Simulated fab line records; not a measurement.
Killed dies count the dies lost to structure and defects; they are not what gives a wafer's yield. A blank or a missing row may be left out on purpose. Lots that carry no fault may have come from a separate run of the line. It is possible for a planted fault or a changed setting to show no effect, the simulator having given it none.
fab line records / flow nandHarc
record: lots: 6 wafers: 17 lastDay: 31
route steps=1302 shown A_DECK1_JOINT@541 A_ONON_D2@545 END@1302
lots with no fault: from the same line, run without faults
startH: hours from the record's first day to the start of the lot's first wafer shown / waitH: hours since the lot's step before / " unchanged from the row above / L1.1+2: several wafers, shown together as one row / - either no value or no given start / * or withheld: withheld / < > ~ a bound
route shown NAME@n: a module of which the file shows steps, and the number in the route of the first / usual: mean and standard deviation over wafers with no fault / same: alike in all rows / chamber/n: place in a boat / sites: the reading at each site / _std_site: the standard deviation of these / _edge_site: inner sites' mean taken away from outer sites' mean / radiusMm: for every site, how far away it sits from the centre of the wafer / mask NAME#n: copy n / behind: the last tool/chamber to shape the wafer / hold: why the lot was held/for how many hours/how that ended / device: which transistor (n, p or np) failed to switch / end of line: tests run on the same wafers once the route is complete / for a step that has no rows: nothing shown but its recipe / killed: dies that structure and defects cost at the first sort, which is not the same as the wafer's yield / map: the dies of a wafer, with x for killed, . for not killed, _ for no die there
set.NAME: the setting as run; set.NAME@STEP: as run at that earlier step / model.NAME: the simulator's own value behind a step, which no gauge read
lots at some steps of the route; a table a step, a row a wafer
services: when a tool's chamber went out of use (startH, in hours from the record's first day, below 0 if earlier), for how many hours, and the reason
== steps ==
step: NHARC_A_DECK1_JOINT_SRD_15
step: NHARC_A_DECK1_JOINT_DEP_16
recipe: targetThkA: 450 tempC: 400 pressureTorr: 6.5 rfW: 900 teosFlowSccm: 161.4 flowSccm: 2650 targetThkNm: 45 gas: O2 material: SiO2
usual: heaterPowerOuterW: 299/61 heaterPowerW: 558/82 showerheadVppV: 1835/68 throttleValvePct: 16.3/0.58
lot.wafer=L520.2 tool=pecvd-01 chamber=0 startH=351.57 waitH=0.1 heaterPowerOuterW=206 heaterPowerW=433 showerheadVppV=1849 throttleValvePct=17.2
lot.wafer=L520.4 tool=pecvd-01 chamber=0 startH=351.57 waitH=0.1 heaterPowerOuterW=207 heaterPowerW=437 showerheadVppV=1891 throttleValvePct=16.8
lot.wafer=L520.6 tool=pecvd-01 chamber=1 startH=351.57 waitH=0.1 heaterPowerOuterW=284 heaterPowerW=513 showerheadVppV=1848 throttleValvePct=16.3
lot.wafer=L523.1 tool=pecvd-03 chamber=0 startH=365.14 waitH=0.1 heaterPowerOuterW=285 heaterPowerW=566 showerheadVppV=1922 throttleValvePct=17.0
lot.wafer=L523.2 tool=pecvd-03 chamber=1 startH=365.14 waitH=0.1 heaterPowerOuterW=346 heaterPowerW=620 showerheadVppV=1786 throttleValvePct=16.3
lot.wafer=L523.4 tool=pecvd-03 chamber=2 startH=365.14 waitH=0.1 heaterPowerOuterW=381 heaterPowerW=602 showerheadVppV=1797 throttleValvePct=15.8
lot.wafer=L525.2 tool=pecvd-01 chamber=1 startH=397.95 waitH=0.1 heaterPowerOuterW=282 heaterPowerW=500 showerheadVppV=1835 throttleValvePct=16.3
lot.wafer=L525.5 tool=pecvd-01 chamber=1 startH=397.95 waitH=0.1 heaterPowerOuterW=278 heaterPowerW=502 showerheadVppV=1820 throttleValvePct=16.6
lot.wafer=L528.1 tool=pecvd-04 chamber=1 startH=413.19 waitH=0.1 heaterPowerOuterW=216 heaterPowerW=453 showerheadVppV=1939 throttleValvePct=16.1
lot.wafer=L528.6 tool=pecvd-04 chamber=2 startH=413.19 waitH=0.1 heaterPowerOuterW=402 heaterPowerW=708 showerheadVppV=1821 throttleValvePct=16.1
lot.wafer=L528.5 tool=pecvd-04 chamber=1 startH=413.19 waitH=0.1 heaterPowerOuterW=226 heaterPowerW=459 showerheadVppV=1968 throttleValvePct=16.1
lot.wafer=L529.1 tool=pecvd-01 chamber=2 startH=432.98 waitH=0.1 heaterPowerOuterW=218 heaterPowerW=474 showerheadVppV=1838 throttleValvePct=15.3
lot.wafer=L529.2 tool=pecvd-01 chamber=0 startH=432.98 waitH=0.1 heaterPowerOuterW=274 heaterPowerW=539 showerheadVppV=1875 throttleValvePct=17.3
lot.wafer=L529.6 tool=pecvd-01 chamber=2 startH=432.98 waitH=0.1 heaterPowerOuterW=220 heaterPowerW=480 showerheadVppV=1826 throttleValvePct=15.3
lot.wafer=L531.3 tool=pecvd-03 chamber=0 startH=444.56 waitH=0.2 heaterPowerOuterW=230 heaterPowerW=480 showerheadVppV=1892 throttleValvePct=16.7
lot.wafer=L531.2 tool=pecvd-03 chamber=1 startH=444.56 waitH=0.2 heaterPowerOuterW=341 heaterPowerW=608 showerheadVppV=1757 throttleValvePct=16.3
lot.wafer=L531.6 tool=pecvd-03 chamber=0 startH=444.56 waitH=0.2 heaterPowerOuterW=227 heaterPowerW=480 showerheadVppV=1923 throttleValvePct=16.4
step: NHARC_A_DECK1_JOINT_THK_MEAS_17
recipe: thkMeasGauge: ellipsometry
usual: thkNm: 45.0/1.2
lot.wafer=L520.2 tool=filmMetro-02 chamber=- startH=351.82 waitH=0.2 thkNm=45.2
lot.wafer=L520.4 tool=filmMetro-02 chamber=- startH=351.82 waitH=0.2 thkNm=43.6
lot.wafer=L520.6 tool=filmMetro-02 chamber=- startH=351.82 waitH=0.2 thkNm=47.1
lot.wafer=L523.1 tool=filmMetro-02 chamber=- startH=365.39 waitH=0.2 thkNm=43.7
lot.wafer=L523.2 tool=filmMetro-02 chamber=- startH=365.39 waitH=0.2 thkNm=45.6
lot.wafer=L523.4 tool=filmMetro-02 chamber=- startH=365.39 waitH=0.2 thkNm=45.2
lot.wafer=L525.2 tool=filmMetro-02 chamber=- startH=398.23 waitH=0.3 thkNm=46.1
lot.wafer=L525.5 tool=filmMetro-02 chamber=- startH=398.23 waitH=0.3 thkNm=46.4
lot.wafer=L528.1 tool=filmMetro-01 chamber=- startH=413.41 waitH=0.2 thkNm=44.3
lot.wafer=L528.5 tool=filmMetro-01 chamber=- startH=413.41 waitH=0.2 thkNm=45.8
lot.wafer=L528.6 tool=filmMetro-01 chamber=- startH=413.41 waitH=0.2 thkNm=47.8
lot.wafer=L529.1 tool=filmMetro-01 chamber=- startH=433.26 waitH=0.3 thkNm=43.9
lot.wafer=L529.2 tool=filmMetro-01 chamber=- startH=433.26 waitH=0.3 thkNm=43.0
lot.wafer=L529.6 tool=filmMetro-01 chamber=- startH=433.26 waitH=0.3 thkNm=44.6
lot.wafer=L531.2 tool=filmMetro-01 chamber=- startH=444.81 waitH=0.2 thkNm=44.0
lot.wafer=L531.3 tool=filmMetro-01 chamber=- startH=444.81 waitH=0.2 thkNm=46.2
lot.wafer=L531.6 tool=filmMetro-01 chamber=- startH=444.81 waitH=0.2 thkNm=44.9
step: NHARC_A_DECK1_JOINT_INSPECT_05
usual: rawDefectCount: 305/120
lot.wafer=L520.2 tool=defectInspect-02 chamber=- startH=351.85 waitH=0.0 rawDefectCount=211
lot.wafer=L520.4 tool=defectInspect-02 chamber=- startH=351.85 waitH=0.0 rawDefectCount=188
lot.wafer=L520.6 tool=defectInspect-02 chamber=- startH=351.85 waitH=0.0 rawDefectCount=246
lot.wafer=L523.1 tool=defectInspect-02 chamber=- startH=365.42 waitH=0.0 rawDefectCount=242
lot.wafer=L523.2 tool=defectInspect-02 chamber=- startH=365.42 waitH=0.0 rawDefectCount=415
lot.wafer=L523.4 tool=defectInspect-02 chamber=- startH=365.42 waitH=0.0 rawDefectCount=227
lot.wafer=L525.2 tool=defectInspect-01 chamber=- startH=398.27 waitH=0.0 rawDefectCount=349
lot.wafer=L525.5 tool=defectInspect-01 chamber=- startH=398.27 waitH=0.0 rawDefectCount=364
lot.wafer=L528.1 tool=defectInspect-02 chamber=- startH=413.45 waitH=0.0 rawDefectCount=354
lot.wafer=L528.5 tool=defectInspect-02 chamber=- startH=413.45 waitH=0.0 rawDefectCount=372
lot.wafer=L528.6 tool=defectInspect-02 chamber=- startH=413.45 waitH=0.0 rawDefectCount=538
lot.wafer=L529.1 tool=defectInspect-01 chamber=- startH=433.29 waitH=0.0 rawDefectCount=416
lot.wafer=L529.2 tool=defectInspect-01 chamber=- startH=433.29 waitH=0.0 rawDefectCount=290
lot.wafer=L529.6 tool=defectInspect-01 chamber=- startH=433.29 waitH=0.0 rawDefectCount=428
lot.wafer=L531.2 tool=defectInspect-02 chamber=- startH=444.84 waitH=0.0 rawDefectCount=263
lot.wafer=L531.3 tool=defectInspect-02 chamber=- startH=444.84 waitH=0.0 rawDefectCount=273
lot.wafer=L531.6 tool=defectInspect-02 chamber=- startH=444.84 waitH=0.0 rawDefectCount=221
step: NHARC_A_ONON_D2_DEP_00
recipe: targetThkA: 10000 n2FlowSccm: 2750 n2oFlowSccm: 2000 nh3FlowSccm: 500 sih4FlowSccm: 210 tempC: 400
step: NHARC_A_ONON_D2_THK_MEAS_02
recipe: thkMeasGauge: ellipsometry
usual: thkNm: 1000/11
lot.wafer=L520.2 tool=filmMetro-02 chamber=- startH=352.44 waitH=- thkNm=990
lot.wafer=L520.4 tool=filmMetro-02 chamber=- startH=352.44 waitH=- thkNm=990
lot.wafer=L520.6 tool=filmMetro-02 chamber=- startH=352.44 waitH=- thkNm=991
lot.wafer=L523.1 tool=filmMetro-01 chamber=- startH=366.00 waitH=- thkNm=1000
lot.wafer=L523.2 tool=filmMetro-01 chamber=- startH=366.00 waitH=- thkNm=1000
lot.wafer=L523.4 tool=filmMetro-01 chamber=- startH=366.00 waitH=- thkNm=1000
lot.wafer=L525.2 tool=filmMetro-01 chamber=- startH=398.85 waitH=- thkNm=996
lot.wafer=L525.5 tool=filmMetro-01 chamber=- startH=398.85 waitH=- thkNm=997
lot.wafer=L528.1 tool=filmMetro-01 chamber=- startH=414.02 waitH=- thkNm=990
lot.wafer=L528.5 tool=filmMetro-01 chamber=- startH=414.02 waitH=- thkNm=991
lot.wafer=L528.6 tool=filmMetro-01 chamber=- startH=414.02 waitH=- thkNm=991
lot.wafer=L529.1 tool=filmMetro-02 chamber=- startH=433.87 waitH=- thkNm=999
lot.wafer=L529.2 tool=filmMetro-02 chamber=- startH=433.87 waitH=- thkNm=999
lot.wafer=L529.6 tool=filmMetro-02 chamber=- startH=433.87 waitH=- thkNm=1001
lot.wafer=L531.2 tool=filmMetro-01 chamber=- startH=445.42 waitH=- thkNm=989
lot.wafer=L531.3 tool=filmMetro-01 chamber=- startH=445.42 waitH=- thkNm=990
lot.wafer=L531.6 tool=filmMetro-01 chamber=- startH=445.42 waitH=- thkNm=990
step: NHARC_A_ONON_D2_DEP_03
recipe: targetThkA: 10000 n2FlowSccm: 2750 n2oFlowSccm: 2000 nh3FlowSccm: 500 sih4FlowSccm: 210 tempC: 400
step: NHARC_A_ONON_D2_THK_MEAS_05
recipe: thkMeasGauge: ellipsometry
usual: thkNm: 999/12
lot.wafer=L520.2 tool=filmMetro-02 chamber=- startH=353.00 waitH=- thkNm=1006
lot.wafer=L520.4 tool=filmMetro-02 chamber=- startH=353.00 waitH=- thkNm=1006
lot.wafer=L520.6 tool=filmMetro-02 chamber=- startH=353.00 waitH=- thkNm=1005
lot.wafer=L523.1 tool=filmMetro-01 chamber=- startH=366.58 waitH=- thkNm=963
lot.wafer=L523.2 tool=filmMetro-01 chamber=- startH=366.58 waitH=- thkNm=962
lot.wafer=L523.4 tool=filmMetro-01 chamber=- startH=366.58 waitH=- thkNm=963
lot.wafer=L525.2 tool=filmMetro-01 chamber=- startH=399.41 waitH=- thkNm=993
lot.wafer=L525.5 tool=filmMetro-01 chamber=- startH=399.41 waitH=- thkNm=994
lot.wafer=L528.1 tool=filmMetro-02 chamber=- startH=414.59 waitH=- thkNm=1002
lot.wafer=L528.5 tool=filmMetro-02 chamber=- startH=414.59 waitH=- thkNm=1000
lot.wafer=L528.6 tool=filmMetro-02 chamber=- startH=414.59 waitH=- thkNm=1003
lot.wafer=L529.1 tool=filmMetro-01 chamber=- startH=434.44 waitH=- thkNm=987
lot.wafer=L529.2 tool=filmMetro-01 chamber=- startH=434.44 waitH=- thkNm=989
lot.wafer=L529.6 tool=filmMetro-01 chamber=- startH=434.44 waitH=- thkNm=988
lot.wafer=L531.2 tool=filmMetro-02 chamber=- startH=445.98 waitH=- thkNm=988
lot.wafer=L531.3 tool=filmMetro-02 chamber=- startH=445.98 waitH=- thkNm=989
lot.wafer=L531.6 tool=filmMetro-02 chamber=- startH=445.98 waitH=- thkNm=990
step: NHARC_A_ONON_D2_DEP_06
recipe: targetThkA: 10000 n2FlowSccm: 2750 n2oFlowSccm: 2000 nh3FlowSccm: 500 sih4FlowSccm: 210 tempC: 400
step: NHARC_A_ONON_D2_THK_MEAS_08
recipe: thkMeasGauge: ellipsometry
usual: thkNm: 1002/8.1
lot.wafer=L520.2 tool=filmMetro-02 chamber=- startH=353.56 waitH=- thkNm=1007
lot.wafer=L520.4 tool=filmMetro-02 chamber=- startH=353.56 waitH=- thkNm=1007
lot.wafer=L520.6 tool=filmMetro-02 chamber=- startH=353.56 waitH=- thkNm=1007
lot.wafer=L523.1 tool=filmMetro-02 chamber=- startH=367.15 waitH=- thkNm=991
lot.wafer=L523.2 tool=filmMetro-02 chamber=- startH=367.15 waitH=- thkNm=992
lot.wafer=L523.4 tool=filmMetro-02 chamber=- startH=367.15 waitH=- thkNm=994
lot.wafer=L525.2 tool=filmMetro-02 chamber=- startH=399.98 waitH=- thkNm=1018
lot.wafer=L525.5 tool=filmMetro-02 chamber=- startH=399.98 waitH=- thkNm=1020
lot.wafer=L528.1 tool=filmMetro-01 chamber=- startH=415.16 waitH=- thkNm=1006
lot.wafer=L528.5 tool=filmMetro-01 chamber=- startH=415.16 waitH=- thkNm=1006
lot.wafer=L528.6 tool=filmMetro-01 chamber=- startH=415.16 waitH=- thkNm=1006
lot.wafer=L529.1 tool=filmMetro-02 chamber=- startH=435.00 waitH=- thkNm=997
lot.wafer=L529.2 tool=filmMetro-02 chamber=- startH=435.00 waitH=- thkNm=998
lot.wafer=L529.6 tool=filmMetro-02 chamber=- startH=435.00 waitH=- thkNm=997
lot.wafer=L531.2 tool=filmMetro-01 chamber=- startH=446.54 waitH=- thkNm=1007
lot.wafer=L531.3 tool=filmMetro-01 chamber=- startH=446.54 waitH=- thkNm=1005
lot.wafer=L531.6 tool=filmMetro-01 chamber=- startH=446.54 waitH=- thkNm=1007
step: NHARC_A_ONON_D2_DEP_09
recipe: targetThkA: 10000 n2FlowSccm: 2750 n2oFlowSccm: 2000 nh3FlowSccm: 500 sih4FlowSccm: 210 tempC: 400
step: NHARC_A_ONON_D2_THK_MEAS_11
recipe: thkMeasGauge: ellipsometry
usual: thkNm: 1001/9.5
lot.wafer=L520.2 tool=filmMetro-01 chamber=- startH=354.13 waitH=- thkNm=1012
lot.wafer=L520.4 tool=filmMetro-01 chamber=- startH=354.13 waitH=- thkNm=1012
lot.wafer=L520.6 tool=filmMetro-01 chamber=- startH=354.13 waitH=- thkNm=1012
lot.wafer=L523.1 tool=filmMetro-01 chamber=- startH=367.84 waitH=- thkNm=1010
lot.wafer=L523.2 tool=filmMetro-01 chamber=- startH=367.84 waitH=- thkNm=1008
lot.wafer=L523.4 tool=filmMetro-01 chamber=- startH=367.84 waitH=- thkNm=1010
lot.wafer=L525.2 tool=filmMetro-02 chamber=- startH=400.54 waitH=- thkNm=1014
lot.wafer=L525.5 tool=filmMetro-02 chamber=- startH=400.54 waitH=- thkNm=1014
lot.wafer=L528.1 tool=filmMetro-01 chamber=- startH=415.73 waitH=- thkNm=1009
lot.wafer=L528.5 tool=filmMetro-01 chamber=- startH=415.73 waitH=- thkNm=1011
lot.wafer=L528.6 tool=filmMetro-01 chamber=- startH=415.73 waitH=- thkNm=1010
lot.wafer=L529.1 tool=filmMetro-02 chamber=- startH=435.57 waitH=- thkNm=1001
lot.wafer=L529.2 tool=filmMetro-02 chamber=- startH=435.57 waitH=- thkNm=1001
lot.wafer=L529.6 tool=filmMetro-02 chamber=- startH=435.57 waitH=- thkNm=1000
lot.wafer=L531.2 tool=filmMetro-02 chamber=- startH=447.12 waitH=- thkNm=1003
lot.wafer=L531.3 tool=filmMetro-02 chamber=- startH=447.12 waitH=- thkNm=1004
lot.wafer=L531.6 tool=filmMetro-02 chamber=- startH=447.12 waitH=- thkNm=1003
step: NHARC_A_ONON_D2_DEP_12
recipe: targetThkA: 10000 n2FlowSccm: 2750 n2oFlowSccm: 2000 nh3FlowSccm: 500 sih4FlowSccm: 210 tempC: 400
usual: n2FlowSccm: 2750/8 n2oFlowSccm: 2000/5.6
lot.wafer=L520.2 tool=pecvdOnon-04 chamber=0 startH=354.24 waitH=0.1 n2FlowSccm=2747 n2oFlowSccm=1998
lot.wafer=L520.4 tool=pecvdOnon-04 chamber=0 startH=354.24 waitH=0.1 n2FlowSccm=2748 n2oFlowSccm=1994
lot.wafer=L520.6 tool=pecvdOnon-04 chamber=0 startH=354.24 waitH=0.1 n2FlowSccm=2759 n2oFlowSccm=2004
lot.wafer=L523.1 tool=pecvdOnon-04 chamber=0 startH=368.04 waitH=0.2 n2FlowSccm=2752 n2oFlowSccm=1999
lot.wafer=L523.2 tool=pecvdOnon-04 chamber=0 startH=368.04 waitH=0.2 n2FlowSccm=2760 n2oFlowSccm=2003
lot.wafer=L523.4 tool=pecvdOnon-04 chamber=0 startH=368.04 waitH=0.2 n2FlowSccm=2754 n2oFlowSccm=1990
lot.wafer=L525.2 tool=pecvdOnon-04 chamber=0 startH=400.65 waitH=0.1 n2FlowSccm=2746 n2oFlowSccm=1995
lot.wafer=L525.5 tool=pecvdOnon-04 chamber=0 startH=400.65 waitH=0.1 n2FlowSccm=2748 n2oFlowSccm=1997
lot.wafer=L528.1 tool=pecvdOnon-01 chamber=0 startH=415.79 waitH=0.1 n2FlowSccm=2760 n2oFlowSccm=2007
lot.wafer=L528.5 tool=pecvdOnon-01 chamber=0 startH=415.79 waitH=0.1 n2FlowSccm=2736 n2oFlowSccm=1996
lot.wafer=L528.6 tool=pecvdOnon-01 chamber=0 startH=415.79 waitH=0.1 n2FlowSccm=2745 n2oFlowSccm=1998
lot.wafer=L529.1 tool=pecvdOnon-01 chamber=0 startH=435.62 waitH=0.1 n2FlowSccm=2752 n2oFlowSccm=2003
lot.wafer=L529.2 tool=pecvdOnon-01 chamber=0 startH=435.62 waitH=0.1 n2FlowSccm=2742 n2oFlowSccm=1999
lot.wafer=L529.6 tool=pecvdOnon-01 chamber=0 startH=435.62 waitH=0.1 n2FlowSccm=2742 n2oFlowSccm=2000
lot.wafer=L531.2 tool=pecvdOnon-01 chamber=0 startH=447.25 waitH=0.1 n2FlowSccm=2749 n2oFlowSccm=2003
lot.wafer=L531.3 tool=pecvdOnon-01 chamber=0 startH=447.25 waitH=0.1 n2FlowSccm=2748 n2oFlowSccm=2007
lot.wafer=L531.6 tool=pecvdOnon-01 chamber=0 startH=447.25 waitH=0.1 n2FlowSccm=2741 n2oFlowSccm=2010
step: NHARC_A_ONON_D2_THK_MEAS_14
recipe: thkMeasGauge: ellipsometry
usual: thkNm: 996/7.8
lot.wafer=L520.2 tool=filmMetro-01 chamber=- startH=354.70 waitH=- thkNm=996
lot.wafer=L520.4 tool=filmMetro-01 chamber=- startH=354.70 waitH=- thkNm=995
lot.wafer=L520.6 tool=filmMetro-01 chamber=- startH=354.70 waitH=- thkNm=995
lot.wafer=L523.1 tool=filmMetro-01 chamber=- startH=368.54 waitH=- thkNm=1002
lot.wafer=L523.2 tool=filmMetro-01 chamber=- startH=368.54 waitH=- thkNm=941
lot.wafer=L523.4 tool=filmMetro-01 chamber=- startH=368.54 waitH=- thkNm=1001
lot.wafer=L525.2 tool=filmMetro-01 chamber=- startH=401.10 waitH=- thkNm=945
lot.wafer=L525.5 tool=filmMetro-01 chamber=- startH=401.10 waitH=- thkNm=1004
lot.wafer=L528.1 tool=filmMetro-01 chamber=- startH=416.30 waitH=- thkNm=1007
lot.wafer=L528.5 tool=filmMetro-01 chamber=- startH=416.30 waitH=- thkNm=1008
lot.wafer=L528.6 tool=filmMetro-01 chamber=- startH=416.30 waitH=- thkNm=1007
lot.wafer=L529.1 tool=filmMetro-01 chamber=- startH=436.13 waitH=- thkNm=1006
lot.wafer=L529.2 tool=filmMetro-01 chamber=- startH=436.13 waitH=- thkNm=1007
lot.wafer=L529.6 tool=filmMetro-01 chamber=- startH=436.13 waitH=- thkNm=1007
lot.wafer=L531.2 tool=filmMetro-01 chamber=- startH=447.70 waitH=- thkNm=996
lot.wafer=L531.3 tool=filmMetro-01 chamber=- startH=447.70 waitH=- thkNm=996
lot.wafer=L531.6 tool=filmMetro-01 chamber=- startH=447.70 waitH=- thkNm=996
step: NHARC_A_ONON_D2_ANNEAL_15
recipe: tempC: 750 timeS: 3600
step: NHARC_END_SORT_01
recipe: tempC: 25
usual: killedAtArray: 59/20 killedAtOther: 0.8/1 killedAtPeriphery: 3.2/2.1 killedDies: 63/21 killedOpen: 3.0/1.9 killedShort: 2.3/1.5
same: grossDies: 677
lot.wafer=L523.2 tool=prober-01 chamber=0 startH=653.49 waitH=2.8 killedAtArray=670 killedAtOther=1 killedAtPeriphery=6 killedDies=677 killedOpen=4 killedShort=2
lot.wafer=L525.2 tool=prober-01 chamber=0 startH=678.89 waitH=2.8 killedAtArray=674 killedAtOther=0 killedAtPeriphery=3 killedDies=677 killedOpen=2 killedShort=0
killed by level:class
L523.2 A_ONON_D2:areaDep=643 A_CHANNEL_HOLE_D2:chamberFilmFlake=11 A_CHANNEL_HOLE_D1:chamberFilmFlake=6 A_STAIRCASE:chamberFilmFlake=3 P_GATE:chamberFilmFlake=2 P_BONDPAD:chamberFilmFlake=2 A_WL_FILL:chamberFilmFlake=2 P_CONTACT:geometricParticle:open=1
L525.2 A_ONON_D2:areaDep=569 A_SLIT:chamberFilmFlake=34 A_CHANNEL_HOLE_D1:chamberFilmFlake=25 A_CHANNEL_HOLE_D2:chamberFilmFlake=18 A_STAIRCASE:chamberFilmFlake=10 A_CONTACT:chamberFilmFlake=10 A_SGD_CUT:chamberFilmFlake=4 P_CONTACT:geometricParticle:open=2
map L523.2 (x killed, . not)
____________x____________
_________xxxxxxx_________
_______xxxxxxxxxxx_______
______xxxxxxxxxxxxx______
_____xxxxxxxxxxxxxxx_____
____xxxxxxxxxxxxxxxxx____
____xxxxxxxxxxxxxxxxx____
___xxxxxxxxxxxxxxxxxxx___
___xxxxxxxxxxxxxxxxxxx___
__xxxxxxxxxxxxxxxxxxxxx__
__xxxxxxxxxxxxxxxxxxxxx__
_xxxxxxxxxxxxxxxxxxxxxxx_
_xxxxxxxxxxxxxxxxxxxxxxx_
_xxxxxxxxxxxxxxxxxxxxxxx_
_xxxxxxxxxxxxxxxxxxxxxxx_
_xxxxxxxxxxxxxxxxxxxxxxx_
xxxxxxxxxxxxxxxxxxxxxxxxx
xxxxxxxxxxxxxxxxxxxxxxxxx
xxxxxxxxxxxxxxxxxxxxxxxxx
xxxxxxxxxxxxxxxxxxxxxxxxx
xxxxxxxxxxxxxxxxxxxxxxxxx
_xxxxxxxxxxxxxxxxxxxxxxx_
_xxxxxxxxxxxxxxxxxxxxxxx_
_xxxxxxxxxxxxxxxxxxxxxxx_
_xxxxxxxxxxxxxxxxxxxxxxx_
_xxxxxxxxxxxxxxxxxxxxxxx_
__xxxxxxxxxxxxxxxxxxxxx__
__xxxxxxxxxxxxxxxxxxxxx__
___xxxxxxxxxxxxxxxxxxx___
___xxxxxxxxxxxxxxxxxxx___
____xxxxxxxxxxxxxxxxx____
____xxxxxxxxxxxxxxxxx____
_____xxxxxxxxxxxxxxx_____
______xxxxxxxxxxxxx______
_______xxxxxxxxxxx_______
_________xxxxxxx_________
____________x____________
map L525.2 (x killed, . not)
____________x____________
_________xxxxxxx_________
_______xxxxxxxxxxx_______
______xxxxxxxxxxxxx______
_____xxxxxxxxxxxxxxx_____
____xxxxxxxxxxxxxxxxx____
____xxxxxxxxxxxxxxxxx____
___xxxxxxxxxxxxxxxxxxx___
___xxxxxxxxxxxxxxxxxxx___
__xxxxxxxxxxxxxxxxxxxxx__
__xxxxxxxxxxxxxxxxxxxxx__
_xxxxxxxxxxxxxxxxxxxxxxx_
_xxxxxxxxxxxxxxxxxxxxxxx_
_xxxxxxxxxxxxxxxxxxxxxxx_
_xxxxxxxxxxxxxxxxxxxxxxx_
_xxxxxxxxxxxxxxxxxxxxxxx_
xxxxxxxxxxxxxxxxxxxxxxxxx
xxxxxxxxxxxxxxxxxxxxxxxxx
xxxxxxxxxxxxxxxxxxxxxxxxx
xxxxxxxxxxxxxxxxxxxxxxxxx
xxxxxxxxxxxxxxxxxxxxxxxxx
_xxxxxxxxxxxxxxxxxxxxxxx_
_xxxxxxxxxxxxxxxxxxxxxxx_
_xxxxxxxxxxxxxxxxxxxxxxx_
_xxxxxxxxxxxxxxxxxxxxxxx_
_xxxxxxxxxxxxxxxxxxxxxxx_
__xxxxxxxxxxxxxxxxxxxxx__
__xxxxxxxxxxxxxxxxxxxxx__
___xxxxxxxxxxxxxxxxxxx___
___xxxxxxxxxxxxxxxxxxx___
____xxxxxxxxxxxxxxxxx____
____xxxxxxxxxxxxxxxxx____
_____xxxxxxxxxxxxxxx_____
______xxxxxxxxxxxxx______
_______xxxxxxxxxxx_______
_________xxxxxxx_________
____________x____________
== services ==
tool=pecvd-03 chamber=- startH=366.14 hours=13.0 kind=pm
tool=pecvd-03 chamber=0 startH=366.14 hours=13.0 kind=ventCycle
tool=pecvd-03 chamber=1 startH=366.14 hours=13.0 kind=ventCycle
tool=pecvd-03 chamber=2 startH=366.14 hours=13.0 kind=ventCycle
tool=pecvd-03 chamber=0 startH=379.14 hours=- kind=clean
tool=pecvd-03 chamber=1 startH=379.14 hours=- kind=clean
tool=pecvd-03 chamber=2 startH=379.14 hours=- kind=clean
tool=pecvd-04 chamber=1 startH=425.09 hours=23.7 kind=repair
tool=pecvd-03 chamber=- startH=429.81 hours=1.5 kind=repair
tool=pecvd-01 chamber=0 startH=435.41 hours=12.2 kind=repair
== key ==
firstSign: step: NHARC_A_ONON_D2_THK_MEAS_14 reading: thkNm direction: down sigmas: 6.7 usual: 996 struck: 943
effect: step: NHARC_END_SORT_01 reading: killedAtArray direction: up sigmas: 30 usual: 59 struck: 672
moreKillsBornAt: NHARC_A_ONON_D2_DEP_12@pecvdOnon-04: 1212
metAt NHARC_A_ONON_D2_DEP_12
struckWafers L523.2,L525.2
laterRowsLeftOut L523.2,L525.2
testerLeftOut L523,L525
onsetBetween 354.24 368.04
fault: kind: processParameterDrift tool: pecvdOnon-04 chamber: - onsetH: 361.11 steps: NHARC_A_ONON_D2_DEP_12 channel: targetThkA offset: * shape: step endH: 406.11 scope: struckWafersOnly actsIn: * stated: *
testerLeftOut: of these lots the tester's yield and bins aren't shown, on N5 and GAA mostly nor the transistor test; their killed dies are dies lost to structure and defects alone, not to doping, threshold or leakage, so they don't give the yield
laterRowsLeftOut: the simulator's readings of these wafers behind a module that went badly wrong aren't trusted and aren't shown, but for the sort
